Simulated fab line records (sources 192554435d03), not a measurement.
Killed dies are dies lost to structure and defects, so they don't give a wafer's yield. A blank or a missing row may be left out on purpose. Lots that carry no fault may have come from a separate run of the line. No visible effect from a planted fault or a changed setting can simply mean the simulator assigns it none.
Which tool did it? | flow n5 finfet | Sampling: 8 lots, 24 wafers, 6 of 1938 route steps

== WHAT THE GAUGES READ, wafer by wafer ==
N5_SD_EPI_P_CD_MEAS_09: the cd target is 240 nm.
lot  | measured    | on        | cd nm (nm)
L614 | day 3 18:13 | cd sem-03 | 239.6 240.0 238.7
L615 | day 3 22:29 | cd sem-02 | 240.6 240.9 240.4
L618 | day 4 17:45 | cd sem-02 | 240.1 239.5 240.2
L627 | day 6 23:36 | cd sem-03 | 244.1 243.4 243.8
L628 | day 7 07:00 | cd sem-03 | 242.5 242.7 242.2
L630 | day 7 17:36 | cd sem-01 | 240.6 241.6 239.5
L631 | day 8 01:46 | cd sem-03 | 239.0 239.0 239.4
L634 | day 8 17:44 | cd sem-02 | 240.3 240.0 240.4

N5_BEOL_M4_RC_MEAS_101.
lot  | measured     | on        | DIBL_N (mV/V)  | DIBL_P (mV/V)  | IOFF_N (nA/um)    | IOFF_P (nA/um) | ION_N (uA/um) | ION_P (uA/um) | SS_N (mV/dec)  | SS_P (mV/dec)  | VT_N (mV)   | VT_P (mV)
L614 | day 9 12:06  | prober-02 | 34.8 37.0 36.3 | 33.3 35.7 34.5 | 0.133 0.170 0.144 | 0.20 0.24 0.22 | 674 685 658   | 465 464 459   | 70.2 71.5 71.6 | 73.3 72.6 73.3 | 252 248 252 | -249 -247 -247
L615 | day 9 17:08  | prober-02 | 38.1 39.7 37.4 | 36.5 38.4 35.3 | 0.204 0.260 0.191 | 0.25 0.31 0.24 | 697 698 683   | 472 477 469   | 72.2 72.9 72.1 | 73.0 73.5 73.2 | 248 243 247 | -247 -241 -247
L618 | day 10 00:43 | prober-01 | 35.7 37.6 37.2 | 36.0 38.7 38.2 | 0.152 0.200 0.187 | 0.24 0.28 0.27 | 668 680 688   | 469 470 472   | 71.6 71.9 72.0 | 73.0 73.7 74.3 | 248 246 244 | -247 -248 -246
L627 | day 12 21:51 | prober-02 | 34.7 36.9 36.5 | 34.2 36.8 35.8 | 0.115 0.151 0.152 | 0.17 0.23 0.20 | 649 661 657   | 448 456 452   | 70.8 71.6 70.8 | 72.9 73.2 73.2 | 254 249 252 | -255 -250 -253
L628 | day 13 00:02 | prober-01 | 32.9 34.7 33.8 | 34.3 34.9 33.9 | 0.119 0.137 0.137 | 0.18 0.19 0.18 | 657 665 670   | 457 458 464   | 70.4 70.4 70.4 | 72.8 73.4 73.3 | 251 253 250 | -251 -250 -250
L630 | day 13 02:19 | prober-01 | 38.3 35.2 37.8 | 39.3 37.0 40.3 | 0.193 0.148 0.189 | 0.27 0.23 0.29 | 676 677 679   | 464 467 473   | 72.3 70.9 72.2 | 73.4 73.4 74.0 | 247 249 245 | -246 -246 -243
L631 | day 13 05:46 | prober-02 | 39.8 34.7 37.9 | 38.1 34.4 36.6 | 0.211 0.128 0.181 | 0.25 0.20 0.24 | 673 667 677   | 456 459 458   | 72.7 70.1 72.7 | 74.5 72.9 73.4 | 243 251 246 | -251 -249 -248
L634 | day 14 19:29 | prober-01 | 36.1 37.3 33.1 | 37.1 39.1 34.9 | 0.157 0.196 0.117 | 0.22 0.26 0.19 | 657 689 652   | 458 472 460   | 71.7 71.7 70.8 | 73.4 73.6 72.5 | 253 247 253 | -250 -248 -250

== TOOL THAT RAN EACH LOT (tool first, then ch and the chambers of the sampled wafers, then the start) ==
lot  | N5_SD_EPI_N_ETCH_34               | N5_SD_EPI_N_ETCHBACK_44           | N5_SD_EPI_P_EXPOSE_06             | N5_SD_EPI_P_ETCH_47
L614 | rie diel-01 ch 1,2,3, day 3 13:31 | rie diel-01 ch 1,2,3, day 3 13:54 | arfi scanner-03 ch 0, day 3 18:07 | rie diel-04 ch 2,3, day 3 18:49
L615 | rie diel-06 ch 1,2, day 3 18:07   | rie diel-06 ch 1,2, day 3 18:30   | arfi scanner-03 ch 0, day 3 22:22 | rie diel-05 ch 1,2,3, day 3 23:05
L618 | rie diel-03 ch 0,1,2, day 4 12:25 | rie diel-03 ch 0,1,2, day 4 12:48 | arfi scanner-03 ch 0, day 4 17:38 | rie diel-05 ch 0,1, day 4 18:21
L627 | rie diel-06 ch 2,3, day 6 19:04   | rie diel-06 ch 2,3, day 6 19:27   | arfi scanner-03 ch 0, day 6 23:29 | rie diel-05 ch 0,1,3, day 7 00:12
L628 | rie diel-01 ch 0,1,3, day 7 02:42 | rie diel-01 ch 0,1,3, day 7 03:05 | arfi scanner-03 ch 0, day 7 06:53 | rie diel-04 ch 1,2, day 7 07:37
L630 | rie diel-03 ch 0,2, day 7 13:12   | rie diel-03 ch 0,2, day 7 13:35   | arfi scanner-02 ch 0, day 7 17:28 | rie diel-05 ch 2,3, day 7 18:21
L631 | rie diel-06 ch 0,1,2, day 7 21:16 | rie diel-06 ch 0,1,2, day 7 21:39 | arfi scanner-01 ch 0, day 8 01:38 | rie diel-04 ch 0,2,3, day 8 03:14
L634 | rie diel-06 ch 0,1, day 8 12:43   | rie diel-06 ch 0,1, day 8 13:06   | arfi scanner-01 ch 0, day 8 17:37 | rie diel-02 ch 0,1,3, day 8 18:20
- N5_SD_EPI_N_ETCH_34: etches SiARC in CF4, target depth 45.5 nm, time 75.8 s.
- N5_SD_EPI_N_ETCHBACK_44: etches SiNx in CH3F/O2, stops on SiO2, target depth 14.5 nm.
- N5_SD_EPI_P_EXPOSE_06: exposes mask SD P BLK, target cd 240 nm.
- N5_SD_EPI_P_ETCH_47: etches SiOCN in CH3F/O2, target depth 25 nm.

== AS READ BY THE TOOLS THEMSELVES (means over the sampled wafers that have a number; for cases with no such wafer, the mark the record gives instead) ==
N5_SD_EPI_N_ETCH_34.
lot  | tool        | drypump motor current A (A) | etch rf on time s (s) | oes product au (a.u.) | rf vpp V (V) | showerhead plenum p Torr (Torr) | throttle valve pct (%)
L614 | rie diel-01 | 5.5                         | 75.4                  | 0.64                  | 183.7        | 2.10                            | 15.76
L615 | rie diel-06 | 5.4                         | 76.0                  | 0.60                  | 184.1        | 2.13                            | 15.59
L618 | rie diel-03 | 5.6                         | 78.0                  | 0.61                  | 183.6        | 2.11                            | 15.88
L627 | rie diel-06 | 5.4                         | 75.8                  | 0.67                  | 185.4        | 2.16                            | 15.73
L628 | rie diel-01 | 5.4                         | 76.5                  | 0.62                  | 183.6        | 2.13                            | 15.78
L630 | rie diel-03 | 5.4                         | 76.6                  | 0.68                  | 185.0        | 2.14                            | 15.63
L631 | rie diel-06 | 5.7                         | 77.0                  | 0.68                  | 184.5        | 2.11                            | 15.50
L634 | rie diel-06 | 6.2                         | 76.2                  | 0.70                  | 183.6        | 2.08                            | 15.47

N5_SD_EPI_N_ETCHBACK_44.
lot  | tool        | CH3F_flow_sccm (sccm) | drypump motor current A (A) | oes_f_703_au (a.u.) | oes product au (a.u.) | rf vpp V (V) | showerhead plenum p Torr (Torr) | throttle valve pct (%)
L614 | rie diel-01 | 29.94                 | 5.5                         | 0.74                | 0.64                  | 295          | 1.97                            | 16.50
L615 | rie diel-06 | 30.07                 | 5.4                         | 0.70                | 0.60                  | 296          | 1.98                            | 16.31
L618 | rie diel-03 | 29.96                 | 5.6                         | 0.71                | 0.62                  | 298          | 1.97                            | 16.63
L627 | rie diel-06 | 29.98                 | 5.4                         | 0.76                | 0.67                  | 301          | 2.02                            | 16.45
L628 | rie diel-01 | 30.02                 | 5.4                         | 0.72                | 0.63                  | 299          | 1.99                            | 16.51
L630 | rie diel-03 | 30.02                 | 5.4                         | 0.79                | 0.69                  | 300          | 1.99                            | 16.39
L631 | rie diel-06 | 30.13                 | 5.8                         | 0.79                | 0.69                  | 299          | 1.97                            | 16.20
L634 | rie diel-06 | 29.97                 | 6.1                         | 0.80                | 0.70                  | 300          | 1.93                            | 16.17

N5_SD_EPI_P_EXPOSE_06.
lot  | tool            | exposure dose mJ cm2
L614 | arfi scanner-03 | 39.40
L615 | arfi scanner-03 | 39.43
L618 | arfi scanner-03 | 39.44
L627 | arfi scanner-03 | 41.20
L628 | arfi scanner-03 | 40.87
L630 | arfi scanner-02 | 39.35
L631 | arfi scanner-01 | 39.49
L634 | arfi scanner-01 | 39.45

N5_SD_EPI_P_ETCH_47.
lot  | tool        | CH3F_flow_sccm (sccm) | drypump motor current A (A) | oes_f_703_au (a.u.) | oes product au (a.u.) | rf vpp V (V) | showerhead plenum p Torr (Torr) | throttle valve pct (%)
L614 | rie diel-04 | 30.00                 | 6.2                         | 0.85                | 0.87                  | 128.0        | 2.01                            | 16.50
L615 | rie diel-05 | 30.02                 | 5.9                         | 0.81                | 0.83                  | 126.8        | 2.02                            | 16.29
L618 | rie diel-05 | 30.03                 | 6.0                         | 0.69                | 0.71                  | 128.4        | 1.96                            | 16.47
L627 | rie diel-05 | 30.04                 | 5.9                         | 0.74                | 0.76                  | 128.3        | 1.99                            | 16.36
L628 | rie diel-04 | 29.90                 | 5.8                         | 0.81                | 0.83                  | 129.3        | 2.07                            | 16.48
L630 | rie diel-05 | 29.96                 | 5.6                         | 0.82                | 0.83                  | 126.2        | 2.00                            | 16.28
L631 | rie diel-04 | 30.06                 | 5.7                         | 0.86                | 0.87                  | 128.1        | 2.06                            | 16.40
L634 | rie diel-02 | 30.01                 | 5.5                         | 0.87                | 0.88                  | 129.0        | 1.97                            | 16.41

== THE ANSWER, worked out from the rows above alone ==
Rule: what is usual is taken from the lots themselves. Put in order of their means at a reading, lots are off if they are a third of the lots or fewer, leave a main group of 4 or more, and stand apart from it by a gap of 3 or more times the standard deviation of the main group's means; of several such gaps the widest counts. A main group is skipped when, at the precision printed for the reading in the tables above, its means are all equal. A lot without any number at a reading at which 4 lots or more have one is off too. All remaining lots with rows at the step are treated as sound. Order of review: gauges by route order, followed by the tools' own readings, for which a lot's mean as printed above is used. At the first step where some lot is off, the reading lying furthest off is the one used; lots without a number count as furthest.
Off, at N5_SD_EPI_P_CD_MEAS_09 on cd nm: L627, L628. For the main group the mean is 240.0 nm and the standard deviation 0.56.
A tool fits if, at a process step before that reading, it ran every lot that is off, and no sound lot after the first of them. Not tried: the gauges at N5_SD_EPI_P_CD_MEAS_09; whatever is off there is also off at N5_SD_EPI_P_EXPOSE_06, on other tools, and gauge error can't account for it. One candidate fits, namely arfi scanner-03 at N5_SD_EPI_P_EXPOSE_06. Its last sound lot is L618 (day 4 17:38), its first lot that is off L627 (day 6 23:29): a fault that began between those two fits.
The tool's own readings at N5_SD_EPI_P_EXPOSE_06 bear it out: on the lots that are off they differ by more than 5 times the standard deviation of the sound lots' means. exposure dose mJ cm2 reads 41.03 there against 39.43 on the sound lots.

== WHAT THE SIMULATOR HAD PUT IN ==
Drift in process parameters on arfi scanner-03 at N5_SD_EPI_P_EXPOSE_06, starting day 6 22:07. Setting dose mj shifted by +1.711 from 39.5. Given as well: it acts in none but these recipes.
Struck lots among those shown: L627, L628. The rule above reached the same finding.
